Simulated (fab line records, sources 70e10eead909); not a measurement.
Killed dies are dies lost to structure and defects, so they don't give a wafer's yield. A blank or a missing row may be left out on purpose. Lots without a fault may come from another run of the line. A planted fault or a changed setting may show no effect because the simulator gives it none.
Which tool did it? | flow nand_harc | 6 lots, 18 wafers sampled, at 4 steps of a route of 1302

WHAT THE GAUGES READ, wafer by wafer
NHARC_P_GATE_INSPECT_68.
lot  | measured     | on                | raw_defect_count
L432 | day 6 10:58  | defect_inspect-01 | 170 269 218
L434 | day 7 09:10  | defect_inspect-02 | 165 136 339
L437 | day 8 23:20  | defect_inspect-01 | 244 121 147
L441 | day 10 18:37 | defect_inspect-01 | 437 429 470 434 435 476
L449 | day 13 10:49 | defect_inspect-02 | 93 197 85
L452 | day 14 19:50 | defect_inspect-01 | 180 148 118

WHICH TOOL RAN EACH LOT (tool, then ch and the chambers of the sampled wafers, then the start)
lot  | NHARC_P_GATE_STRIP_112               | NHARC_P_GATE_STRIP_95                | NHARC_P_GATE_RTA_64
L432 | plasma_asher-02 ch 0,1, day 6 06:40  | plasma_asher-02 ch 0,1, day 6 09:01  | rtp_anneal-02 ch 0, day 6 09:38
L434 | plasma_asher-02 ch 0,1, day 7 04:54  | plasma_asher-02 ch 0,1, day 7 07:20  | rtp_anneal-01 ch 0, day 7 07:53
L437 | plasma_asher-01 ch 0,1, day 8 19:12  | plasma_asher-02 ch 0,1, day 8 21:32  | rtp_anneal-02 ch 0, day 8 22:08
L441 | plasma_asher-02 ch 0,1, day 10 14:34 | plasma_asher-02 ch 0,1, day 10 16:48 | rtp_anneal-01 ch 0, day 10 17:24
L449 | plasma_asher-02 ch 0,1, day 13 06:35 | plasma_asher-01 ch 0,1, day 13 08:59 | rtp_anneal-02 ch 0, day 13 09:32
L452 | plasma_asher-01 ch 0,1, day 14 15:38 | plasma_asher-02 ch 0,1, day 14 18:01 | rtp_anneal-01 ch 0, day 14 18:36
- NHARC_P_GATE_STRIP_112: strips in N2/H2, time 200 s.
- NHARC_P_GATE_STRIP_95: strips in O2.
- NHARC_P_GATE_RTA_64: time 1 s.

THE ANSWER, worked out from the rows above alone
Rule: what is usual is taken from the lots themselves. Put in order of their means at a reading, lots are off if they are a third of the lots or fewer, leave a main group of 4 or more, and stand apart from it by a gap of 3 or more times the standard deviation of the main group's means; of several such gaps the widest counts. A main group whose means are all the same, to the digits that the tables above print for the reading, isn't used. A lot without any number at a reading at which 4 lots or more have one is off too. The other lots that the step has rows for count as sound.
Off: L441, at NHARC_P_GATE_INSPECT_68 (raw_defect_count). The main group: mean 175, standard deviation 36.
A tool fits if, at a process step before that reading, it ran every lot that is off, and no sound lot after the first of them. The gauges at NHARC_P_GATE_INSPECT_68 are tried like those tools. None of those tried fits.

WHAT THE SIMULATOR HAD PUT IN
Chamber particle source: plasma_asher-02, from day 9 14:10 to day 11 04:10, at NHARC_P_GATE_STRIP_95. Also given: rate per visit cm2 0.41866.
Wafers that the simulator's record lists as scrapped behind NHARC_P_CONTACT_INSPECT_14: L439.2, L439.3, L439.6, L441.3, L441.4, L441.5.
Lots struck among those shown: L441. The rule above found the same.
